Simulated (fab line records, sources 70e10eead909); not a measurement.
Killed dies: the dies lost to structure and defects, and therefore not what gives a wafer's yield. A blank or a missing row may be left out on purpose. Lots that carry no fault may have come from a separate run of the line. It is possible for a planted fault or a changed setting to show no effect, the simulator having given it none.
fab line records | flow nand_harc
record: lots: 11 | wafers: 33 | last_day: 24
route steps=1159 shown P_M1@306 A_BONDPAD@1076 END@1159
lots that met no fault: from a run of the same line without faults
start_h: hours from the record's first day to the start of the lot's first wafer shown | wait_h: time in hours since the lot's previous step | " repeats the value in the row above | L1.1+2: a single row standing in for several wafers | - either no value or no given start | * or withheld: withheld | < > ~ a bound
route shown NAME@n: NAME is a module with steps in the file, n the number in the route of the first one | usual: mean/standard deviation of fault-free wafers | same: alike in all rows | chamber/n: place in a boat | sites: the reading at each site | _std_site: their standard deviation | _edge_site: mean of outer sites minus mean of inner sites | radius_mm: how far each site lies from the wafer's centre | mask NAME#n: copy n | behind: the most recent tool/chamber to have shaped the wafer | hold: why the lot went on hold/how many hours it stayed there/how the hold came to an end | device: which transistor (n, p or np) failed to switch | end of line: the tests these same wafers got at the end of their route | where a step has no rows: the recipe by itself | killed: not the wafer's yield, but the dies lost to structure and defects at the first sort | map: a wafer's dies, x killed, . not, _ none there
set.NAME: the run value of the setting; set.NAME@STEP: its run value at that earlier step | model.NAME: the simulator's own value behind a step, which no gauge read
steps of the route over a sample of lots; a table a step, a row a wafer
services: a tool's chamber out of use, with start hour (start_h, from the record's first day; less than 0 if before it), hours out, and reason
== steps ==
step: NHARC_P_M1_PRE_CLEAN_30
recipe: time_s: 30 | temp_c: 280 | gas: H2/He
usual: heater_power_w: 417/41 | susceptor_temp_C: 280.04/0.18
same: time_s: 30
lot.wafer | tool           | chamber | start_h | wait_h | heater_power_w | susceptor_temp_C
L594.2    | pvd_sputter-02 | -       | 124.02  | -      | 486            | 280.33
L594.3    | "              | -       | "       | "      | 387            | 279.74
L594.1    | "              | -       | "       | "      | 481            | 280.10
L596.1    | pvd_sputter-02 | -       | 130.95  | -      | 477            | 279.96
L596.3    | "              | -       | "       | "      | 490            | 280.02
L596.2    | "              | -       | "       | "      | 387            | 280.18
L601.3    | pvd_sputter-02 | -       | 159.28  | -      | 387            | 280.00
L601.5    | "              | -       | "       | "      | 394            | 279.97
L601.6    | "              | -       | "       | "      | 480            | 279.88
L602.1    | pvd_sputter-02 | -       | 168.09  | -      | 405            | -
L602.4    | "              | -       | "       | "      | 388            | -
L602.5    | "              | -       | "       | "      | 480            | -
L603.1    | pvd_sputter-01 | -       | 174.26  | -      | 360            | 280.04
L603.6    | "              | -       | "       | "      | 452            | 280.38
L603.5    | "              | -       | "       | "      | 356            | 279.56
L606.2    | pvd_sputter-02 | -       | 197.23  | -      | 386            | 279.87
L606.1    | "              | -       | "       | "      | 473            | 280.17
L606.3    | "              | -       | "       | "      | 381            | 279.86
L611.3    | pvd_sputter-01 | -       | 223.27  | -      | 431            | 280.21
L611.4    | "              | -       | "       | "      | 352            | 279.97
L611.1    | "              | -       | "       | "      | 381            | 280.05
L612.1    | pvd_sputter-01 | -       | 227.17  | -      | 460            | 280.20
L612.2    | "              | -       | "       | "      | 364            | 280.21
L612.4    | "              | -       | "       | "      | 388            | 279.97
L614.4    | pvd_sputter-03 | -       | 240.95  | -      | 397            | 279.74
L614.3    | "              | -       | "       | "      | 438            | 279.98
L614.2    | "              | -       | "       | "      | 473            | 279.90
L615.3    | pvd_sputter-03 | -       | 252.06  | -      | 475            | 279.90
L615.6    | "              | -       | "       | "      | 389            | 280.15
L615.5    | "              | -       | "       | "      | 440            | 280.13
L616.1    | pvd_sputter-01 | -       | 252.87  | -      | 395            | 280.04
L616.6    | "              | -       | "       | "      | 349            | 279.99
L616.5    | "              | -       | "       | "      | 383            | 279.83
step: NHARC_A_BONDPAD_ETCH_34
recipe: target_depth_a: 600 | overetch_a: 180 | time_s: 65.91 | ion_energy_ev: 200 | n2_flow_sccm: 150 | h2_flow_sccm: 150 | ar_flow_sccm: 0 | rf_w: 400 | bias_w: 150 | chemistry: N2/H2
usual: drypump_motor_current_A: 5.8/0.49 | oes_product_au: 1.002/0.0099 | rf_vpp_V: 429.6/2.9 | showerhead_plenum_p_Torr: 2.00/0.1 | throttle_valve_pct: 14.171/0.0093
same: time_s: 65.91
lot.wafer | tool        | chamber | start_h | wait_h | drypump_motor_current_A | oes_product_au | rf_hours_counter_h | rf_vpp_V | showerhead_plenum_p_Torr | throttle_valve_pct
L594.2    | rie_diel-06 | 2       | 408.88  | 0.1    | 5.7                     | 0.997          | 6                  | 427.5    | 1.89                     | 14.159
L594.1    | "           | 3       | "       | "      | 6.6                     | 0.983          | 6                  | 432.1    | 2.03                     | 14.174
L594.3    | "           | 1       | "       | "      | 5.3                     | 0.995          | 5                  | 427.6    | 1.95                     | 14.171
L596.3    | rie_diel-11 | 0       | 420.35  | 0.1    | 6.1                     | 0.985          | 19                 | 428.2    | 1.99                     | 14.175
L596.1    | "           | 1       | "       | "      | 6.4                     | 0.999          | 18                 | 432.1    | 2.08                     | 14.183
L596.2    | "           | 3       | "       | "      | 5.4                     | 0.989          | 20                 | 426.5    | 1.94                     | 14.181
L601.3    | rie_diel-11 | 1       | 448.49  | 0.1    | 6.4                     | 1.013          | 28                 | 430.8    | 2.08                     | 14.166
L601.6    | "           | 0       | "       | "      | 6.1                     | 0.983          | -                  | 429.7    | 1.98                     | 14.169
L601.5    | "           | 1       | "       | "      | 6.4                     | 0.998          | -                  | 432.9    | 2.08                     | 14.177
L602.1    | rie_diel-06 | 1       | 458.24  | 0.1    | 5.3                     | 1.008          | 0                  | 429.1    | 1.95                     | 14.171
L602.4    | "           | 2       | "       | "      | 5.7                     | 1.019          | 0                  | 425.3    | 1.90                     | 14.174
L602.5    | "           | 2       | "       | "      | 5.7                     | 1.023          | -                  | 426.1    | 1.89                     | 14.179
L603.1    | rie_diel-06 | 3       | 459.07  | 0.1    | 6.6                     | 1.011          | 1                  | 429.0    | 2.03                     | 14.174
L603.5    | "           | 0       | "       | "      | 5.6                     | 1.001          | -                  | 436.0    | 2.20                     | 14.170
L603.6    | "           | 1       | "       | "      | 5.3                     | 1.002          | -                  | 427.4    | 1.95                     | 14.167
L606.1    | rie_diel-06 | 1       | 479.71  | 0.1    | 5.3                     | 1.006          | 1                  | 426.9    | 1.95                     | 14.183
L606.3    | "           | 2       | "       | "      | 5.7                     | 1.013          | 1                  | 425.6    | 1.89                     | 14.171
L606.2    | "           | 3       | "       | "      | 6.6                     | 0.998          | 1                  | 432.2    | 2.03                     | 14.163
L612.1    | rie_diel-06 | 2       | 508.96  | 0.1    | 5.7                     | 1.002          | 2                  | 427.5    | 1.89                     | 14.195
L612.4    | "           | 3       | "       | "      | 6.6                     | 1.014          | 2                  | 429.6    | 2.03                     | 14.170
L612.2    | "           | 0       | "       | "      | 5.6                     | 1.001          | 2                  | 436.4    | 2.20                     | 14.164
L611.4    | rie_diel-06 | 3       | 524.11  | 0.1    | 6.6                     | 1.026          | 3                  | 431.4    | 2.03                     | 14.179
L611.3    | "           | 0       | "       | "      | 5.6                     | 1.001          | 3                  | 434.8    | 2.20                     | 14.168
L611.1    | "           | 1       | "       | "      | 5.4                     | 1.006          | 3                  | 429.7    | 1.95                     | 14.176
L614.3    | rie_diel-06 | 3       | 527.90  | 0.1    | 6.6                     | 1.010          | 3                  | 429.0    | 2.03                     | 14.186
L614.4    | "           | 0       | "       | "      | 5.6                     | 0.998          | 3                  | 434.4    | 2.20                     | 14.182
L614.2    | "           | 2       | "       | "      | 5.7                     | 1.002          | 3                  | 426.1    | 1.89                     | 14.175
L616.1    | rie_diel-06 | 2       | 543.12  | 0.1    | 5.7                     | 1.011          | 3                  | 425.7    | 1.89                     | 14.173
L616.5    | "           | 3       | "       | "      | 6.6                     | 1.012          | -                  | 430.0    | 2.03                     | 14.168
L616.6    | "           | 0       | "       | "      | 5.7                     | 1.005          | -                  | 434.8    | 2.20                     | 14.171
L615.3    | rie_diel-11 | 2       | 543.43  | 0.1    | 5.6                     | 0.982          | 67                 | 428.0    | 1.88                     | 14.158
L615.5    | "           | 3       | "       | "      | 5.4                     | 1.005          | -                  | 428.8    | 1.93                     | 14.155
L615.6    | "           | 0       | "       | "      | 6.1                     | 0.984          | -                  | 427.8    | 1.97                     | 14.161
step: NHARC_A_BONDPAD_STRIP_15
recipe: o2_flow_sccm: 500 | ar_flow_sccm: 0 | bias_w: 0 | chemistry: O2
usual: drypump_motor_current_A: 5.6/0.52 | oes_product_au: 1.004/0.0099 | rf_vpp_V: 57.8/0.83 | showerhead_plenum_p_Torr: 3.51/0.16 | throttle_valve_pct: 17.037/0.01
lot.wafer | tool        | chamber | start_h | wait_h | drypump_motor_current_A | oes_product_au | rf_hours_counter_h | rf_vpp_V | showerhead_plenum_p_Torr | throttle_valve_pct
L594.2    | rie_diel-06 | 1       | 409.19  | 0.1    | 5.3                     | 1.000          | 5                  | 57.4     | 3.39                     | 17.011
L594.3    | "           | 2       | "       | "      | 5.7                     | 1.001          | 6                  | 56.3     | 3.30                     | 17.039
L594.1    | "           | 0       | "       | "      | 5.6                     | 0.992          | 6                  | 59.3     | 3.78                     | 17.023
L596.3    | rie_diel-02 | 1       | 420.68  | 0.1    | 5.4                     | 0.998          | 18                 | 56.3     | 3.47                     | 17.033
L596.1    | "           | 2       | "       | "      | 5.4                     | 0.999          | 18                 | 56.7     | 3.48                     | 17.039
L596.2    | "           | 0       | "       | "      | 4.7                     | 1.009          | 18                 | 58.3     | 3.62                     | 17.046
L601.3    | rie_diel-02 | 1       | 449.27  | 0.1    | 5.3                     | 1.004          | 20                 | 57.6     | 3.47                     | 17.038
L601.5    | "           | 0       | "       | "      | 4.7                     | 0.998          | -                  | 58.3     | 3.61                     | 17.034
L601.6    | "           | 1       | "       | "      | 5.4                     | 1.016          | -                  | 59.7     | 3.47                     | 17.045
L602.4    | rie_diel-06 | 0       | 458.54  | 0.1    | 5.6                     | 1.009          | 0                  | 57.1     | 3.78                     | 17.042
L602.1    | "           | 3       | "       | "      | 6.6                     | 1.015          | 0                  | 58.7     | 3.51                     | 17.039
L602.5    | "           | 1       | "       | "      | 5.3                     | 1.014          | -                  | 58.2     | 3.39                     | 17.048
L603.1    | rie_diel-06 | 3       | 459.37  | 0.1    | 6.6                     | 1.003          | 1                  | 58.1     | 3.51                     | 17.035
L603.5    | "           | 2       | "       | "      | 5.7                     | 1.007          | -                  | 56.9     | 3.30                     | 17.041
L603.6    | "           | 3       | "       | "      | 6.6                     | 1.014          | -                  | 56.3     | 3.51                     | 17.036
L606.1    | rie_diel-06 | 0       | 480.05  | 0.1    | 5.6                     | 1.010          | 1                  | 57.7     | 3.78                     | 17.037
L606.3    | "           | 2       | "       | "      | 5.7                     | 1.007          | 1                  | 58.1     | 3.30                     | 17.028
L606.2    | "           | 3       | "       | "      | 6.6                     | 1.013          | 1                  | 58.6     | 3.51                     | 17.025
L612.1    | rie_diel-06 | 3       | 509.26  | 0.1    | 6.6                     | 1.020          | 2                  | 58.4     | 3.51                     | 17.028
L612.2    | "           | 0       | "       | "      | 5.6                     | 1.009          | 2                  | 58.6     | 3.78                     | 17.050
L612.4    | "           | 2       | "       | "      | 5.7                     | 1.010          | 2                  | 56.9     | 3.30                     | 17.042
L611.4    | rie_diel-02 | 1       | 524.45  | 0.1    | 5.3                     | 0.985          | 2                  | 57.3     | 3.47                     | 17.031
L611.3    | "           | 2       | "       | "      | 5.4                     | 1.005          | 2                  | 56.4     | 3.47                     | 17.045
L611.1    | "           | 3       | "       | "      | 5.7                     | 1.001          | 3                  | 57.1     | 3.40                     | 17.042
L614.4    | rie_diel-06 | 0       | 528.21  | 0.1    | 5.6                     | 1.001          | 3                  | 57.8     | 3.78                     | 17.019
L614.2    | "           | 1       | "       | "      | 5.4                     | 1.000          | 3                  | 56.2     | 3.39                     | 17.034
L614.3    | "           | 2       | "       | "      | 5.7                     | 1.005          | 3                  | 57.2     | 3.30                     | 17.032
L616.1    | rie_diel-06 | 3       | 543.46  | 0.1    | 6.6                     | 1.007          | 4                  | 57.9     | 3.51                     | 17.029
L616.5    | "           | 0       | "       | "      | 5.6                     | 0.989          | -                  | 57.0     | 3.78                     | 17.048
L616.6    | "           | 1       | "       | "      | 5.3                     | 1.003          | -                  | 58.1     | 3.39                     | 17.042
L615.3    | rie_diel-06 | 0       | 543.75  | 0.1    | 5.6                     | 1.004          | 4                  | 57.0     | 3.78                     | 17.029
L615.5    | "           | 3       | "       | "      | 6.6                     | 1.014          | -                  | 56.6     | 3.51                     | 17.036
L615.6    | "           | 0       | "       | "      | 5.6                     | 0.990          | -                  | 57.8     | 3.78                     | 17.032
step: NHARC_A_BONDPAD_PVD_17
recipe: target_thk_a: 50 | bias_v: 168.6 | power_w: 15000 | chamber_pressure_pa: 0.12 | time_s: 8.06 | substrate_temp_c: 50 | material: TaN
usual: cathode_dc_power_W: 15000/2.6 | throttle_valve_pct: 30.1/1.2
same: time_s: 8.06
lot.wafer | tool           | chamber | start_h | wait_h | cathode_dc_power_W | throttle_valve_pct
L594.2    | pvd_sputter-01 | -       | -       | -      | 15002              | 32.3
L594.3    | "              | -       | "       | "      | 15001              | 26.8
L594.1    | "              | -       | "       | "      | 15004              | 30.6
L596.2    | pvd_sputter-01 | -       | -       | -      | 14998              | 29.1
L596.1    | "              | -       | "       | "      | 14999              | 32.2
L596.3    | "              | -       | "       | "      | 15001              | 26.8
L601.3    | pvd_sputter-03 | -       | -       | -      | 15001              | 30.1
L601.6    | "              | -       | "       | "      | 14996              | 30.3
L601.5    | "              | -       | "       | "      | 14998              | 30.3
L602.1    | pvd_sputter-02 | -       | -       | -      | 15001              | 31.3
L602.4    | "              | -       | "       | "      | 14997              | 29.5
L602.5    | "              | -       | "       | "      | 14999              | 31.2
L603.1    | pvd_sputter-02 | -       | -       | -      | 15001              | 30.8
L603.5    | "              | -       | "       | "      | 14998              | 31.1
L603.6    | "              | -       | "       | "      | 15003              | 30.3
L606.3    | pvd_sputter-01 | -       | -       | -      | 15003              | 32.5
L606.1    | "              | -       | "       | "      | 15000              | 27.0
L606.2    | "              | -       | "       | "      | 15000              | 29.2
L612.1    | pvd_sputter-02 | -       | -       | -      | 15000              | 29.1
L612.4    | "              | -       | "       | "      | 15002              | 31.3
L612.2    | "              | -       | "       | "      | 15000              | 30.4
L611.4    | pvd_sputter-03 | -       | -       | -      | 15001              | 30.7
L611.3    | "              | -       | "       | "      | 15001              | 28.0
L611.1    | "              | -       | "       | "      | 14999              | 29.6
L614.2    | pvd_sputter-02 | -       | -       | -      | 15001              | 30.5
L614.4    | "              | -       | "       | "      | 15000              | 31.4
L614.3    | "              | -       | "       | "      | 15002              | 30.2
L616.1    | pvd_sputter-01 | -       | -       | -      | 14999              | 27.1
L616.6    | "              | -       | "       | "      | 15000              | 29.3
L616.5    | "              | -       | "       | "      | 15000              | 30.2
L615.3    | pvd_sputter-03 | -       | -       | -      | 15004              | 28.3
L615.5    | "              | -       | "       | "      | 15000              | 30.9
L615.6    | "              | -       | "       | "      | 14997              | 28.1
step: NHARC_END_SORT_01
recipe: temp_c: 25
usual: defect_limited_yield: 95.6/1.6 | killed_at_array: 26/10 | killed_at_other: 0.5/0.87 | killed_at_periphery: 3.0/2.5 | killed_dies: 29/11 | killed_open: 3.3/1.9 | killed_short: 1.8/1.5 | sort_bin_2_pct: 1.3/0.63 | sort_bin_3_pct: 0.25/0.22 | sort_bin_4_pct: 2.8/1.1 | sort_n_pass: 648/11 | sort_rim_yield_pct: 96.5/2.6 | sort_yield_pct: 95.6/1.6
same: gross_dies: 677 | sort_bin_5_pct[%]: 0 | sort_bin_6_pct[%]: 0 | sort_bin_7_pct[%]: 0 | sort_bin_8_pct[%]: 0 | sort_rim_n_gross: 106.00
lot.wafer | tool      | chamber | start_h | wait_h | defect_limited_yield[%] | killed_at_array | killed_at_other | killed_at_periphery | killed_dies | killed_open | killed_short | sort_bin_2_pct[%] | sort_bin_3_pct[%] | sort_bin_4_pct[%] | sort_n_pass | sort_rim_yield_pct[%] | sort_yield_pct[%]
L606.1    | prober-02 | 0       | 511.50  | 2.5    | 93.1                    | 40              | 0               | 7                   | 47          | 2           | 2            | 2.5               | 0.15              | 4.3               | 630         | 93.4                  | 93.1
L606.2    | prober-02 | 0       | 512.30  | 2.8    | 91.6                    | 47              | 0               | 10                  | 57          | 3           | 1            | 3.4               | 0.15              | 4.9               | 620         | 96.2                  | 91.6
L606.3    | prober-02 | 0       | 513.09  | 3.1    | 91.6                    | 30              | 0               | 27                  | 57          | 2           | 0            | 2.5               | 0.59              | 5.3               | 620         | 94.3                  | 91.6
L612.1    | prober-02 | 0       | 541.95  | 2.5    | 94.4                    | 34              | 0               | 4                   | 38          | 5           | 0            | 2.2               | 0.30              | 3.1               | 639         | 98.1                  | 94.4
L612.2    | prober-02 | 0       | 542.75  | 2.8    | 94.7                    | 31              | 0               | 5                   | 36          | 9           | 5            | 0.7               | 0                 | 4.6               | 641         | 95.3                  | 94.7
L612.4    | prober-02 | 0       | 544.35  | 3.4    | 96.2                    | 25              | 0               | 1                   | 26          | 5           | 1            | 0.6               | 0.59              | 2.7               | 651         | 96.2                  | 96.2
killed by level:class
L606.1 A_CHANNEL_HOLE_D1:chamber_film_flake=23 A_SLIT:chamber_film_flake=10 P_CONTACT:chamber_film_flake=4 P_STI:chamber_film_flake=2 A_CONTACT:chamber_film_flake=2 A_CHANNEL_FILL_D1:geometric_particle:short=1 A_STAIRCASE:geometric_particle:open=1 A_WL_FILL:geometric_particle:short=1
L606.2 A_SLIT:chamber_film_flake=22 A_CHANNEL_HOLE_D1:chamber_film_flake=18 P_STI:chamber_film_flake=5 A_M0:geometric_particle:open=2 P_GATE:chamber_film_flake=2 P_CONTACT:chamber_film_flake=2 A_CONTACT:chamber_film_flake=2 P_M0:geometric_particle:short=1
L606.3 A_SLIT:chamber_film_flake=16 P_M1:unspecified=14 A_CHANNEL_HOLE_D1:chamber_film_flake=12 P_STI:chamber_film_flake=5 P_M2:chamber_film_flake=3 P_CONTACT:chamber_film_flake=2 P_CONTACT:geometric_particle:open=1 P_M1:geometric_particle:open=1
L612.1 A_SLIT:chamber_film_flake=18 A_CONTACT:chamber_film_flake=4 P_GATE:chamber_film_flake=3 A_CHANNEL_HOLE_D1:chamber_film_flake=3 A_SGD_CUT:geometric_particle:open=2 A_CONTACT:geometric_particle:open=2 A_STAIRCASE:chamber_film_flake=2 A_WL_FILL:chamber_film_flake=2
L612.2 A_SLIT:chamber_film_flake=10 A_CONTACT:geometric_particle:open=4 A_CHANNEL_HOLE_D1:chamber_film_flake=4 A_CONTACT:chamber_film_flake=4 P_M0:geometric_particle:open=2 A_M0:geometric_particle:short=2 P_GATE:chamber_film_flake=2 A_ONON_D1:geometric_particle:short=1
L612.4 A_SLIT:chamber_film_flake=12 A_CHANNEL_HOLE_D1:chamber_film_flake=3 A_ONON_D1:geometric_particle:open=2 A_CONTACT:chamber_film_flake=2 A_CONTACT:geometric_particle:open=2 A_STAIRCASE:chamber_film_flake=2 P_GATE:geometric_particle:open=1 A_M0:geometric_particle:short=1
== services ==
tool           | chamber | start_h | hours | kind
rie_diel-06    | 0       | 121.33  | 20.3  | repair
pvd_sputter-02 | -       | 124.96  | 1.4   | repair
pvd_sputter-01 | -       | 131.36  | 2.0   | repair
pvd_sputter-01 | -       | 143.99  | 1.0   | repair
pvd_sputter-01 | -       | 158.07  | 10.0  | pm
pvd_sputter-02 | -       | 182.51  | 2.1   | repair
pvd_sputter-02 | -       | 192.38  | 2.9   | repair
rie_diel-06    | 3       | 201.27  | 4.0   | repair
pvd_sputter-02 | -       | 215.40  | 10.0  | pm
pvd_sputter-01 | -       | 217.98  | 2.5   | repair
rie_diel-06    | 3       | 238.34  | 8.3   | repair
rie_diel-06    | -       | 241.20  | 9.0   | pm
rie_diel-06    | -       | 258.68  | 5.1   | repair
rie_diel-06    | 1       | 274.79  | 1.9   | repair
rie_diel-06    | 1       | 280.18  | 25.2  | repair
pvd_sputter-01 | -       | 321.67  | 47.2  | repair
rie_diel-06    | 0       | 350.17  | 4.5   | repair
pvd_sputter-02 | -       | 393.43  | 10.0  | pm
rie_diel-06    | -       | 418.20  | 9.0   | pm
pvd_sputter-02 | -       | 420.11  | 0.6   | repair
rie_diel-06    | -       | 429.09  | 23.0  | repair
pvd_sputter-02 | -       | 446.17  | 0.8   | repair
pvd_sputter-02 | -       | 467.44  | 6.9   | repair
pvd_sputter-02 | -       | 507.50  | 2.0   | repair
== key ==
first_sign: step: NHARC_END_SORT_01 | reading: killed_at_periphery | direction: up | sigmas: 9.7 | usual: 3.0 | struck: 27
effect none on later readings
met_at NHARC_P_M1_PRE_CLEAN_30
struck_lots L606
struck_wafers L606.3
not_acting_at NHARC_A_BONDPAD_ETCH_34,NHARC_A_BONDPAD_STRIP_15,NHARC_A_BONDPAD_PVD_17
onset_between 168.09 197.23
fault: kind: chamber_particle_source | tool: pvd_sputter-02 | chamber: - | onset_h: 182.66 | steps: NHARC_P_M1_PRE_CLEAN_30 | rate_per_visit_cm2: 0.02434 | end_h: 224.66 | scope: struck_wafers_only
